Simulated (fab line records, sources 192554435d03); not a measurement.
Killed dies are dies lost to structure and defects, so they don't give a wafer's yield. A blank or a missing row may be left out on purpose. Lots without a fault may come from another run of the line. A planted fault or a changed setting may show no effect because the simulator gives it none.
Which tool did it? | flow n5_finfet | 9 lots, 26 wafers sampled, at 6 steps of a route of 1938

WHAT THE GAUGES READ, wafer by wafer
N5_STI_FIN_REVEAL_CD_MEAS_22: target cd 6.238 nm, pitch 28 nm. Usual: cd_nm 6.19 nm, standard deviation 0.22.
lot  | measured    | on        | cd_nm (nm)     | flag
L262 | day 3 04:33 | cd_sem-03 | 6.18 6.12 6.21 |
L265 | day 3 19:24 | cd_sem-03 | 6.24 5.86 6.19 |
L267 | day 4 14:01 | cd_sem-02 | 6.24 6.37 6.32 |
L268 | day 4 15:37 | cd_sem-03 | 6.45 6.10 6.43 |
L270 | day 5 03:07 | cd_sem-03 | 6.13 6.36 6.45 |
L277 | day 6 20:26 | cd_sem-02 | 5.87 6.17 6.38 |
L279 | day 7 08:53 | cd_sem-03 | 6.23 6.02      |
L282 | day 8 02:14 | cd_sem-01 | 6.21 5.84 6.36 |
L283 | day 8 06:57 | cd_sem-03 | 6.41 6.33 5.96 |

N5_STI_FIN_REVEAL_FIN_H_MEAS_10. Usual: trench_depth_nm 51.9 nm, standard deviation 0.7.
lot  | measured    | on     | trench_depth_nm (nm) | flag
L262 | day 3 04:35 | ocd-01 | 52.3 51.9 52.3       |
L265 | day 3 19:26 | ocd-02 | 52.1 52.4 52.2       |
L267 | day 4 14:03 | ocd-02 | 50.9 52.2 51.9       |
L268 | day 4 15:39 | ocd-02 | 52.1 51.7 52.2       |
L270 | day 5 03:09 | ocd-01 | 52.9 52.4 52.5       |
L277 | day 6 20:28 | ocd-02 | 43.5 42.8 53.4       | OFF
L279 | day 7 08:55 | ocd-01 | 42.5 43.7            | OFF
L282 | day 8 02:16 | ocd-02 | 51.4 50.6 50.1       |
L283 | day 8 06:59 | ocd-01 | 51.7 52.4 51.6       |

N5_DUMMY_GATE_THK_MEAS_05. Usual: thk_nm 71.9 nm, standard deviation 0.95.
lot  | measured    | on            | thk_nm (nm)    | flag
L262 | day 3 08:51 | film_metro-02 | 71.9 72.4 72.8 |
L265 | day 3 23:42 | film_metro-02 | 70.5 71.7 72.0 |
L267 | day 4 19:59 | film_metro-02 | 70.0 70.5 70.5 |
L268 | day 4 20:46 | film_metro-01 | 71.8 73.5 73.4 |
L270 | day 5 07:38 | film_metro-01 | 73.2 72.1 72.5 |
L277 | day 7 00:44 | film_metro-01 | 71.5 71.7 72.5 |
L279 | day 7 13:31 | film_metro-01 | 73.3 70.9      |
L282 | day 8 06:44 | film_metro-02 | 70.2 71.8 71.9 |
L283 | day 8 11:19 | film_metro-01 | 71.8 72.4 72.6 |

N5_BEOL_M4_RC_MEAS_101. Usual: DIBL_N 36.6 mV/V, standard deviation 1.1; DIBL_P 36.7 mV/V, standard deviation 1.5; IOFF_N 0.155 nA/um, standard deviation 0.019; IOFF_N_85C 3.0 nA/um, standard deviation 0.32; IOFF_N_LIN 0.072 nA/um, standard deviation 0.0075; IOFF_P 0.208 nA/um, standard deviation 0.025; IOFF_P_85C 3.6 nA/um, standard deviation 0.37; IOFF_P_LIN 0.099 nA/um, standard deviation 0.011; ION_N 673 uA/um, standard deviation 8.5; ION_P 462 uA/um, standard deviation 5.9; REXT_N 75.9 ohm.um, standard deviation 1.7; SS_N 71.6 mV/dec, standard deviation 0.58; SS_P 73.5 mV/dec, standard deviation 0.51; VT_N 250.7 mV, standard deviation 2.4; VT_P -251 mV, standard deviation 3.
lot  | measured     | on        | DIBL_N (mV/V)   | DIBL_P (mV/V)  | IOFF_N (nA/um)      | IOFF_N_85C (nA/um) | IOFF_N_LIN (nA/um) | IOFF_P (nA/um)     | IOFF_P_85C (nA/um) | IOFF_P_LIN (nA/um) | ION_N (uA/um) | ION_P (uA/um) | REXT_N (ohm.um) | SS_N (mV/dec)    | SS_P (mV/dec)    | VT_N (mV)         | VT_P (mV)      | flag
L262 | day 10 22:09 | prober-02 | 34.9 36.0 35.5  | 32.8 34.5 34.1 | 0.140 0.161 0.154   | 2.8 3.2 3.0        | 0.069 0.078 0.075  | 0.178 0.202 0.193  | 3.1 3.5 3.4        | 0.091 0.100 0.097  | 673 675 670   | 464 466 457   | 75.6 76.3 77.3  | 71.2 71.0 70.9   | 72.9 72.9 73.0   | 250.1 248.8 249.8 | -251 -252 -251 |
L265 | day 12 02:20 | prober-02 | 35.4 36.5 36.4  | 36.4 38.0 36.8 | 0.151 0.175 0.169   | 3.0 3.5 3.3        | 0.072 0.082 0.078  | 0.210 0.231 0.221  | 3.8 4.1 3.9        | 0.101 0.108 0.104  | 671 682 678   | 465 470 462   | 76.0 74.6 75.7  | 71.2 72.3 71.8   | 73.6 73.7 73.4   | 248.0 250.3 248.5 | -250 -248 -249 |
L267 | day 12 12:07 | prober-01 | 38.0 36.2 38.2  | 37.6 37.0 38.8 | 0.171 0.148 0.170   | 3.3 3.0 3.3        | 0.075 0.071 0.078  | 0.246 0.239 0.265  | 4.2 4.0 4.4        | 0.117 0.115 0.123  | 662 671 665   | 462 469 467   | 74.7 75.9 75.2  | 71.5 71.7 71.8   | 73.6 73.6 73.6   | 251.7 249.9 247.1 | -245 -246 -246 |
L268 | day 13 01:56 | prober-02 | 37.0 38.0 37.6  | 35.6 37.1 36.7 | 0.130 0.161 0.149   | 2.6 3.2 3.0        | 0.063 0.076 0.071  | 0.205 0.226 0.218  | 3.6 3.9 3.8        | 0.100 0.106 0.104  | 664 682 666   | 461 469 463   | 77.8 77.6 77.7  | 71.1 72.6 70.4   | 73.8 73.8 73.6   | 253.9 248.2 248.0 | -251 -250 -250 |
L270 | day 12 20:25 | prober-01 | 36.9 38.4 37.8  | 36.1 37.5 36.9 | 0.129 0.147 0.147   | 2.6 2.9 3.0        | 0.063 0.068 0.070  | 0.198 0.207 0.213  | 3.6 3.7 3.7        | 0.097 0.101 0.102  | 662 671 672   | 461 459 464   | 76.5 75.6 75.0  | 71.1 72.1 71.5   | 73.3 73.3 73.5   | 253.7 254.0 250.9 | -251 -253 -250 |
L277 | day 15 06:02 | prober-01 | 95.4 109.9 37.7 | 70.8 73.1 38.4 | 15.393 26.036 0.167 | 144.3 225.3 3.3    | 0.286 0.392 0.079  | 9.082 10.160 0.201 | 85.2 94.0 3.5      | 0.320 0.337 0.093  | 587 590 683   | 398 398 467   | 82.5 82.1 75.4  | 140.9 154.3 72.1 | 122.5 122.7 74.0 | 250.6 248.7 250.7 | -251 -251 -252 | OFF
L279 | day 14 08:22 | prober-01 | - 102.9         | 106.4 71.0     | - 18.327            | - 167.4            | - 0.300            | 37.634 8.925       | 281.2 83.6         | 0.694 0.306        | - 591         | 402 401       | - 80.4          | - 148.5          | 157.0 123.5      | - 251.7           | -247 -252      | OFF
L282 | day 16 12:02 | prober-02 | 36.7 36.7 36.0  | 37.5 37.0 36.0 | 0.168 0.166 0.152   | 3.2 3.2 3.0        | 0.077 0.074 0.069  | 0.178 0.170 0.169  | 3.2 3.1 3.1        | 0.082 0.080 0.079  | 679 671 658   | 450 443 443   | 71.8 72.3 72.3  | 72.5 71.5 71.6   | 73.2 72.9 73.0   | 250.9 251.7 250.1 | -256 -255 -256 |
L283 | day 16 06:34 | prober-02 | 36.8 37.9 34.4  | 36.1 37.3 32.9 | 0.155 0.179 0.123   | 3.0 3.4 2.5        | 0.076 0.084 0.062  | 0.218 0.236 0.166  | 3.7 4.0 3.0        | 0.105 0.109 0.086  | 681 696 668   | 469 468 455   | 74.2 73.9 74.2  | 72.4 71.5 71.7   | 73.6 74.0 72.3   | 247.5 247.6 252.1 | -249 -251 -254 |

WHICH TOOL RAN EACH LOT (tool, then ch and the chambers of the sampled wafers, then the start)
lot  | N5_STI_FIN_REVEAL_ETCHBACK_08     | N5_STI_FIN_REVEAL_RECESS_09
L262 | rie_diel-03 ch 0,2,3, day 3 01:38 | vapor_etch-01 ch 0,1, day 3 01:53
L265 | rie_diel-04 ch 1,3, day 3 16:29   | vapor_etch-02 ch 0,1, day 3 16:44
L267 | rie_diel-04 ch 0,2,3, day 4 11:03 | vapor_etch-01 ch 0,1, day 4 11:53
L268 | rie_diel-03 ch 0,1, day 4 12:42   | vapor_etch-02 ch 0,1, day 4 12:57
L270 | rie_diel-01 ch 2,3, day 5 00:12   | vapor_etch-02 ch 0,1, day 5 00:28
L277 | rie_diel-03 ch 0,1,3, day 6 17:20 | vapor_etch-02 ch 0,1, day 6 17:36
L279 | rie_diel-03 ch 1,3, day 7 05:55   | vapor_etch-02 ch 0,1, day 7 06:10
L282 | rie_diel-04 ch 0,2,3, day 7 23:04 | vapor_etch-01 ch 0,1, day 7 23:20
L283 | rie_diel-01 ch 0,3, day 8 03:53   | vapor_etch-01 ch 0,1, day 8 04:08
- N5_STI_FIN_REVEAL_ETCHBACK_08: etches SiO2 in C4F6/O2, target depth 30.5 nm, time 10.167 s.
- N5_STI_FIN_REVEAL_RECESS_09: chemistry HF/NH3, target SiO2, afs cycles 11, target depth 42.5 nm, sublimation time 60 s.

WHAT THE TOOLS THEMSELVES READ (means of the sampled wafers that have a number; where no wafer has one, the mark that the record gives instead)
N5_STI_FIN_REVEAL_ETCHBACK_08. Usual: bias_w 185.0 W, standard deviation 0.6; drypump_motor_current_A 5.8 A, standard deviation 0.56; oes_product_au 0.78 a.u., standard deviation 0.089; rf_vpp_V 664 V, standard deviation 7.1; showerhead_plenum_p_Torr 2.86 Torr, standard deviation 0.077; throttle_valve_pct 21.16 %, standard deviation 0.2.
lot  | tool        | bias_w (W) | drypump_motor_current_A (A) | oes_product_au (a.u.) | rf_vpp_V (V) | showerhead_plenum_p_Torr (Torr) | throttle_valve_pct (%) | flag
L262 | rie_diel-03 | 184.5      | 6.0                         | 0.75                  | 670          | 2.88                            | 21.00                  |
L265 | rie_diel-04 | 184.8      | 6.1                         | 0.77                  | 664          | 2.94                            | 21.16                  |
L267 | rie_diel-04 | 185.8      | 5.7                         | 0.72                  | 665          | 2.80                            | 21.23                  |
L268 | rie_diel-03 | 185.2      | 5.1                         | 0.80                  | 665          | 2.91                            | 20.94                  |
L270 | rie_diel-01 | 185.4      | 5.4                         | 0.84                  | 662          | 2.87                            | 21.28                  |
L277 | rie_diel-03 | 184.9      | 5.5                         | 0.79                  | 664          | 2.89                            | 20.96                  |
L279 | rie_diel-03 | 185.1      | 5.6                         | 0.81                  | 662          | 2.92                            | 21.02                  |
L282 | rie_diel-04 | 184.9      | 5.7                         | 0.70                  | 664          | 2.79                            | 21.26                  |
L283 | rie_diel-01 | 186.0      | 5.9                         | 0.79                  | 665          | 2.80                            | 21.19                  |

N5_STI_FIN_REVEAL_RECESS_09. Usual: drypump_motor_current_A 5.8 A, standard deviation 0.63.
lot  | tool          | drypump_motor_current_A (A) | flag
L262 | vapor_etch-01 | 6.2                         |
L265 | vapor_etch-02 | 5.6                         |
L267 | vapor_etch-01 | 6.3                         |
L268 | vapor_etch-02 | 5.2                         |
L270 | vapor_etch-02 | 5.6                         |
L277 | vapor_etch-02 | 5.6                         |
L279 | vapor_etch-02 | 5.4                         |
L282 | vapor_etch-01 | 6.2                         |
L283 | vapor_etch-01 | 6.3                         |

THE ANSWER, worked out from the rows above alone
Rule: a lot is off if the mean of its wafers that have a number lies more than 3 standard deviations from the usual mean. A lot without any number at a reading at which 4 lots or more have one is off too. The other lots that the step has rows for count as sound. The gauges are gone through in route order, then the tools' own readings, and for those a lot's mean is taken as printed above. The first step at which some lot is off is used, and at that step the reading that is off furthest; a lot without a number counts as furthest.
Off: L277, L279, at N5_STI_FIN_REVEAL_FIN_H_MEAS_10 (trench_depth_nm).
A tool fits if, at a process step before that reading, it ran every lot that is off, and no sound lot after the first of them. The gauges at N5_STI_FIN_REVEAL_FIN_H_MEAS_10 aren't tried: what is off there is off at N5_BEOL_M4_RC_MEAS_101 too, on other tools, and a gauge's error can't cause that. Can't be told from this: 2 tools fit, rie_diel-03 at N5_STI_FIN_REVEAL_ETCHBACK_08, vapor_etch-02 at N5_STI_FIN_REVEAL_RECESS_09.

WHAT THE SIMULATOR HAD PUT IN
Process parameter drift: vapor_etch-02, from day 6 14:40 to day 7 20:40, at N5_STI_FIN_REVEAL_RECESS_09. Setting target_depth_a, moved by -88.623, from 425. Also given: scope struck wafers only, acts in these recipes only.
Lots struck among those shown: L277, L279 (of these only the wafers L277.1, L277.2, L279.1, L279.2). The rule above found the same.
